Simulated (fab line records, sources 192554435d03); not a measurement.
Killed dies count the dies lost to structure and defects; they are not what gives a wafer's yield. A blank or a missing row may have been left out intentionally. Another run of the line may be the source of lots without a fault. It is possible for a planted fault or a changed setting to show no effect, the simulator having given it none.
The tool behind it: which one? | flow n5 finfet | 45 wafers from 15 lots sampled at 6 of the route's 1938 steps

WHAT THE GAUGES SHOWED, per wafer
N5_BEOL_M8_CD_MEAS_18: pitch 80 nm, target cd 40 nm. Usual: cd nm reads 40.1 nm (standard deviation 0.44).
lot  | measured     | on        | cd nm (nm)     | flag
L733 | day 10 16:01 | cd sem-02 | 40.2 39.4 39.6 |
L735 | day 10 19:22 | cd sem-03 | 40.4 40.1 39.7 |
L734 | day 10 19:33 | cd sem-03 | 40.1 40.3 40.4 |
L737 | day 11 03:36 | cd sem-02 | 39.9 39.4 39.9 |
L736 | day 11 03:07 | cd sem-03 | 40.7 41.0 40.7 |
L739 | day 11 13:55 | cd sem-01 | 40.5 40.3 40.4 |
L740 | day 11 20:07 | cd sem-03 | 39.9 40.2 40.3 |
L741 | day 12 01:20 | cd sem-02 | 39.7 39.7 39.6 |
L744 | day 13 05:40 | cd sem-01 | 39.7 40.3 40.2 |
L746 | day 13 21:50 | cd sem-01 | - - -          | OFF
L748 | day 14 02:05 | cd sem-02 | - - -          | OFF
L750 | day 14 09:20 | cd sem-01 | - - -          | OFF
L749 | day 14 15:26 | cd sem-02 | 39.7 40.2 40.2 |
L753 | day 15 00:29 | cd sem-02 | 40.8 40.1 39.8 |
L754 | day 15 17:36 | cd sem-03 | 39.8 40.9 39.8 |

EACH LOT AND THE TOOL THAT RAN IT (in order: tool; ch and the chambers of the sampled wafers; start)
lot  | N5_BEOL_M7_ANNEAL_51             | N5_BEOL_M8_HM_DEP_02         | N5_BEOL_M8_DESCUM_16               | N5_BEOL_M8_ETCH_62                 | N5_BEOL_M8_HM_OPEN_17
L733 | rtp anneal-02 ch 0, day 10 12:19 | pvd sputter-01, day 10 14:55 | rie diel-04 ch 0,2, day 10 15:34   | rie diel-04 ch 0,2, day 10 15:39   | rie metal-02 ch 0, day 10 15:50
L735 | rtp anneal-02 ch 0, day 10 14:55 | pvd sputter-02, day 10 18:01 | rie diel-05 ch 0,1,3, day 10 18:54 | rie diel-05 ch 0,1,3, day 10 19:00 | rie metal-03 ch 0,1, day 10 19:11
L734 | rtp anneal-02 ch 0, day 10 15:14 | pvd sputter-02, day 10 18:18 | rie diel-06 ch 0,1,2, day 10 19:06 | rie diel-06 ch 0,1,2, day 10 19:11 | rie metal-03 ch 0,1, day 10 19:22
L737 | rtp anneal-02 ch 0, day 10 23:22 | pvd sputter-03, day 11 02:04 | rie diel-04 ch 1,2,3, day 11 03:07 | rie diel-04 ch 1,2,3, day 11 03:12 | rie metal-03 ch 0, day 11 03:23
L736 | rtp anneal-01 ch 0, day 10 23:23 | pvd sputter-03, day 11 01:58 | rie diel-04 ch 0,1,2, day 11 02:27 | rie diel-04 ch 0,1,2, day 11 02:32 | rie metal-01 ch 1, day 11 02:47
L739 | rtp anneal-02 ch 0, day 11 10:26 | pvd sputter-01, day 11 12:24 | rie diel-04 ch 2,3, day 11 13:27   | rie diel-04 ch 2,3, day 11 13:32   | rie metal-01 ch 0,1, day 11 13:46
L740 | rtp anneal-01 ch 0, day 11 16:59 | pvd sputter-03, day 11 19:01 | rie diel-04 ch 1,2, day 11 19:35   | rie diel-04 ch 1,2, day 11 19:41   | rie metal-03 ch 0,1, day 11 19:52
L741 | rtp anneal-01 ch 0, day 11 21:36 | pvd sputter-02, day 12 00:19 | rie diel-06 ch 0,3, day 12 00:46   | rie diel-06 ch 0,3, day 12 00:52   | rie metal-01 ch 0,1, day 12 01:03
L744 | rtp anneal-01 ch 0, day 13 02:25 | pvd sputter-01, day 13 04:40 | rie diel-04 ch 0,2,3, day 13 05:07 | rie diel-04 ch 0,2,3, day 13 05:13 | rie metal-03 ch 0,1, day 13 05:24
L746 | rtp anneal-01 ch 0, day 13 17:51 | pvd sputter-01, day 13 20:35 | rie diel-04 ch 0,1, day 13 21:11   | rie diel-04 ch 0,1, day 13 21:16   | rie metal-02 ch 0,1, day 13 21:29
L748 | rtp anneal-02 ch 0, day 13 23:12 | pvd sputter-02, day 14 01:09 | rie diel-06 ch 0,1,3, day 14 01:37 | rie diel-06 ch 0,1,3, day 14 01:43 | rie metal-03 ch 0,1, day 14 01:54
L750 | rtp anneal-02 ch 0, day 14 04:47 | pvd sputter-02, day 14 07:35 | rie diel-04 ch 0,1,3, day 14 08:44 | rie diel-04 ch 0,1,3, day 14 08:49 | rie metal-01 ch 1, day 14 09:01
L749 | rtp anneal-01 ch 0, day 14 10:42 | pvd sputter-02, day 14 13:38 | rie diel-05 ch 1,2,3, day 14 14:50 | rie diel-05 ch 1,2,3, day 14 14:56 | rie metal-01 ch 1, day 14 15:11
L753 | rtp anneal-02 ch 0, day 14 19:38 | pvd sputter-03, day 14 23:24 | rie diel-04 ch 0,2,3, day 15 00:02 | rie diel-04 ch 0,2,3, day 15 00:07 | rie metal-01 ch 0,1, day 15 00:19
L754 | rtp anneal-01 ch 0, day 15 13:47 | pvd sputter-01, day 15 16:22 | rie diel-05 ch 1,2,3, day 15 17:08 | rie diel-05 ch 1,2,3, day 15 17:14 | rie metal-01 ch 0,1, day 15 17:25
- N5_BEOL_M7_ANNEAL_51: time 90 s.
- N5_BEOL_M8_HM_DEP_02: deposits TiN, target thk 20 nm.
- N5_BEOL_M8_DESCUM_16: chemistry O2, time 7.9 s.
- N5_BEOL_M8_ETCH_62: etches SOC in N2/H2, target depth 110 nm, overetch 22 nm, time 165 s.
- N5_BEOL_M8_HM_OPEN_17: chemistry Cl2/BCl3, target TiN, target depth 20 nm, overetch 6 nm.

WHAT THE TOOLS THEMSELVES READ (means of the sampled wafers that have a number; where no wafer has one, the mark that the record gives instead)
N5_BEOL_M7_ANNEAL_51. Usual: wafer_temp_C_max reads 226.0 (standard deviation 0.31).
lot  | tool          | wafer_temp_C_max | flag
L733 | rtp anneal-02 | 226.3            |
L735 | rtp anneal-02 | 226.4            |
L734 | rtp anneal-02 | 226.4            |
L737 | rtp anneal-02 | 226.2            |
L736 | rtp anneal-01 | 225.8            |
L739 | rtp anneal-02 | 226.0            |
L740 | rtp anneal-01 | 225.9            |
L741 | rtp anneal-01 | 225.7            |
L744 | rtp anneal-01 | 225.6            |
L746 | rtp anneal-01 | 225.9            |
L748 | rtp anneal-02 | 226.6            |
L750 | rtp anneal-02 | 225.8            |
L749 | rtp anneal-01 | 225.6            |
L753 | rtp anneal-02 | 226.4            |
L754 | rtp anneal-01 | 225.8            |

N5_BEOL_M8_HM_DEP_02. Usual: throttle valve pct reads 30.0 % (standard deviation 1.2).
lot  | tool           | throttle valve pct (%) | flag
L733 | pvd sputter-01 | 29.5                   |
L735 | pvd sputter-02 | 30.7                   |
L734 | pvd sputter-02 | 29.7                   |
L737 | pvd sputter-03 | 30.2                   |
L736 | pvd sputter-03 | 30.5                   |
L739 | pvd sputter-01 | 29.9                   |
L740 | pvd sputter-03 | 29.5                   |
L741 | pvd sputter-02 | 29.7                   |
L744 | pvd sputter-01 | 29.6                   |
L746 | pvd sputter-01 | 29.9                   |
L748 | pvd sputter-02 | 30.6                   |
L750 | pvd sputter-02 | 29.8                   |
L749 | pvd sputter-02 | 29.3                   |
L753 | pvd sputter-03 | 30.2                   |
L754 | pvd sputter-01 | 29.4                   |

N5_BEOL_M8_DESCUM_16. Usual: drypump motor current A 5.8 A, standard deviation 0.51; oes product au 0.79 a.u., standard deviation 0.071; rf vpp V 243.0 V, standard deviation 1.5; showerhead plenum p Torr 2.09 Torr, standard deviation 0.076; throttle valve pct 20.41 %, standard deviation 0.21.
lot  | tool        | drypump motor current A (A) | oes product au (a.u.) | rf vpp V (V) | showerhead plenum p Torr (Torr) | throttle valve pct (%) | flag
L733 | rie diel-04 | 5.9                         | 0.70                  | 242.1        | 2.05                            | 20.63                  |
L735 | rie diel-05 | 6.2                         | 0.81                  | 243.2        | 2.05                            | 20.45                  |
L734 | rie diel-06 | 5.7                         | 0.80                  | 242.7        | 2.08                            | 20.38                  |
L737 | rie diel-04 | 5.6                         | 0.79                  | 244.6        | 2.14                            | 20.52                  |
L736 | rie diel-04 | 5.8                         | 0.73                  | 243.2        | 2.09                            | 20.56                  |
L739 | rie diel-04 | 5.7                         | 0.80                  | 243.3        | 2.11                            | 20.45                  |
L740 | rie diel-04 | 5.4                         | 0.74                  | 243.8        | 2.12                            | 20.69                  |
L741 | rie diel-06 | 5.4                         | 0.80                  | 243.1        | 2.14                            | 20.33                  |
L744 | rie diel-04 | 6.0                         | 0.81                  | 243.7        | 2.15                            | 20.39                  |
L746 | rie diel-04 | 5.8                         | 0.82                  | 244.5        | 2.21                            | 20.42                  |
L748 | rie diel-06 | 5.6                         | 0.76                  | 242.2        | 2.06                            | 20.31                  |
L750 | rie diel-04 | 5.9                         | 0.83                  | 244.9        | 2.18                            | 20.34                  |
L749 | rie diel-05 | 5.9                         | 0.78                  | 242.6        | 2.04                            | 20.38                  |
L753 | rie diel-04 | 6.0                         | 0.79                  | 243.7        | 2.14                            | 20.41                  |
L754 | rie diel-05 | 5.9                         | 0.77                  | 242.5        | 2.04                            | 20.40                  |

N5_BEOL_M8_ETCH_62. Usual: bias w 149.9 W, standard deviation 0.45; chamber pressure mTorr 30.001 mTorr, standard deviation 0.029; drypump motor current A 5.8 A, standard deviation 0.51; n2 flow sccm 199.9 sccm, standard deviation 0.6; oes product au 0.67 a.u., standard deviation 0.055; rf vpp V 523.7 V, standard deviation 2.6; showerhead plenum p Torr 2.54 Torr, standard deviation 0.088; throttle valve pct 17.79 %, standard deviation 0.2.
lot  | tool        | bias w (W) | chamber pressure mTorr (mTorr) | drypump motor current A (A) | n2 flow sccm (sccm) | oes product au (a.u.) | rf vpp V (V) | showerhead plenum p Torr (Torr) | throttle valve pct (%) | flag
L733 | rie diel-04 | 150.1      | 29.988                         | 5.9                         | 200.2               | 0.60                  | 522.0        | 2.49                            | 18.02                  |
L735 | rie diel-05 | 150.1      | 29.995                         | 6.2                         | 199.6               | 0.69                  | 522.8        | 2.50                            | 17.83                  |
L734 | rie diel-06 | 149.9      | 29.985                         | 5.7                         | 199.4               | 0.68                  | 523.1        | 2.52                            | 17.74                  |
L737 | rie diel-04 | 149.8      | 29.984                         | 5.5                         | 199.9               | 0.67                  | 525.2        | 2.59                            | 17.87                  |
L736 | rie diel-04 | 149.9      | 30.003                         | 5.8                         | 200.1               | 0.62                  | 524.0        | 2.53                            | 17.95                  |
L739 | rie diel-04 | 150.2      | 29.999                         | 5.7                         | 199.5               | 0.68                  | 524.7        | 2.56                            | 17.81                  |
L740 | rie diel-04 | 149.9      | 30.020                         | 5.4                         | 199.8               | 0.62                  | 524.7        | 2.57                            | 18.03                  |
L741 | rie diel-06 | 149.9      | 30.005                         | 5.4                         | 199.3               | 0.68                  | 525.1        | 2.60                            | 17.62                  |
L744 | rie diel-04 | 150.0      | 29.992                         | 6.0                         | 199.5               | 0.69                  | 524.8        | 2.60                            | 17.77                  |
L746 | rie diel-04 | -          | -                              | -                           | -                   | -                     | -            | -                               | -                      | OFF
L748 | rie diel-06 | -          | -                              | -                           | -                   | -                     | -            | -                               | -                      | OFF
L750 | rie diel-04 | -          | -                              | -                           | -                   | -                     | -            | -                               | -                      | OFF
L749 | rie diel-05 | 149.8      | 30.018                         | 5.9                         | 199.8               | 0.67                  | 522.1        | 2.49                            | 17.80                  |
L753 | rie diel-04 | 150.3      | 30.012                         | 6.0                         | 200.2               | 0.67                  | 524.6        | 2.59                            | 17.80                  |
L754 | rie diel-05 | 149.6      | 30.015                         | 5.9                         | 199.3               | 0.66                  | 521.8        | 2.48                            | 17.82                  |

N5_BEOL_M8_HM_OPEN_17. Usual: drypump motor current A 5.6 A, standard deviation 0.49; oes product au 0.68 a.u., standard deviation 0.046; throttle valve pct 22.13 %, standard deviation 0.14.
lot  | tool         | drypump motor current A (A) | oes product au (a.u.) | throttle valve pct (%) | flag
L733 | rie metal-02 | 4.8                         | 0.67                  | 22.04                  |
L735 | rie metal-03 | 5.7                         | 0.75                  | 22.00                  |
L734 | rie metal-03 | 6.0                         | 0.72                  | 21.98                  |
L737 | rie metal-03 | 6.3                         | 0.71                  | 21.96                  |
L736 | rie metal-01 | 5.6                         | 0.64                  | 22.17                  |
L739 | rie metal-01 | 5.9                         | 0.66                  | 22.18                  |
L740 | rie metal-03 | 5.8                         | 0.74                  | 22.02                  |
L741 | rie metal-01 | 6.1                         | 0.70                  | 22.21                  |
L744 | rie metal-03 | 6.0                         | 0.71                  | 22.01                  |
L746 | rie metal-02 | 5.0                         | 0.29                  | 22.82                  | OFF
L748 | rie metal-03 | 6.0                         | 0.31                  | 22.65                  | OFF
L750 | rie metal-01 | 5.6                         | 0.27                  | 22.84                  | OFF
L749 | rie metal-01 | 5.7                         | 0.62                  | 22.18                  |
L753 | rie metal-01 | 5.9                         | 0.65                  | 22.21                  |
L754 | rie metal-01 | 6.1                         | 0.68                  | 22.23                  |

THE ANSWER, worked out from the rows above alone
Rule: lot off if the mean of its wafers having a number is beyond 3 standard deviations from the usual mean. Also off: a lot with no number at a reading for which 4 or more lots have one. Where the step has rows for the other lots, those lots are counted as sound. The gauges are gone through in route order, then the tools' own readings, and for those a lot's mean is taken as printed above. At the first step where some lot is off, the reading lying furthest off is the one used; lots without a number count as furthest.
Off: L746, L748, L750 (N5_BEOL_M8_CD_MEAS_18, cd nm). Without a number there: L746, L748, L750.
If a tool, at a process step before that reading, ran all the lots that are off and no sound lot after the first of them, it fits. The gauges at N5_BEOL_M8_CD_MEAS_18 aren't tried: what is off there is off at N5_BEOL_M8_ETCH_62 too, on other tools, and a gauge's error can't cause that. Not one of the candidates tried fits.

WHAT WAS PUT IN BY THE SIMULATOR
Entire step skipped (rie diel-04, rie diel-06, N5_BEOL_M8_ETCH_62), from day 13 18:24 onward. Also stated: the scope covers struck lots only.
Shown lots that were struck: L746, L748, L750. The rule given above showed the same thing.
